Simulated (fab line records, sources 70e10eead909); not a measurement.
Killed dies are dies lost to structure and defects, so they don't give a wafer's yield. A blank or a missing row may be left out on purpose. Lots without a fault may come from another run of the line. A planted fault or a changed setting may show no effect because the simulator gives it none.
Chamber matching | flow nand_harc | NHARC_P_M2_DEP_33 on pecvd-04: 3 sister chambers
The step deposits SiCN, target thk 30 nm. 6 wafers are shown with their chamber, then 7 later ones without.

WAFERS WITH THEIR CHAMBER
wafer  | chamber | heater_power_w (W)
L180.1 | 0       | 627
L186.1 | 2       | 486
L186.3 | 0       | 614
L186.6 | 1       | 426
L187.2 | 2       | 587
L187.4 | 1       | 424

WAFERS WITHOUT THEIR CHAMBER
wafer  | heater_power_w (W)
L187.6 | 571
L190.1 | 601
L190.4 | 601
L190.5 | 442
L191.1 | 447
L191.5 | 559
L191.6 | 576

WHICH CHAMBER EACH WENT THROUGH
wafer  | from the rows above     | in truth
L187.6 | can't be placed: 2 or 0 | 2
L190.1 | can't be placed: 0 or 2 | 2
L190.4 | can't be placed: 0 or 2 | 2
L190.5 | can't be placed: 1 or 2 | 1
L191.1 | can't be placed: 1 or 2 | 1
L191.5 | can't be placed: 2 or 0 | 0
L191.6 | can't be placed: 2 or 0 | 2
Placed correctly: 0 of 7. Can't be placed from these rows: 7 (the true chamber is among the candidates in 7). Placed wrongly: 0.
How it was worked out, from the rows above alone: a wafer's distance from a chamber is the root of the sum, over the readings, of the square of ((its reading less the chamber's mean) divided by the reading's scatter). The wafer belongs to the nearest chamber; if the next one is less than 2 further off, it can't be placed. A chamber's mean is the mean of its shown wafers. The scatter: the root of (the sum of the squares of (reading less its chamber's mean) over the shown wafers, divided by (wafers less chambers)).
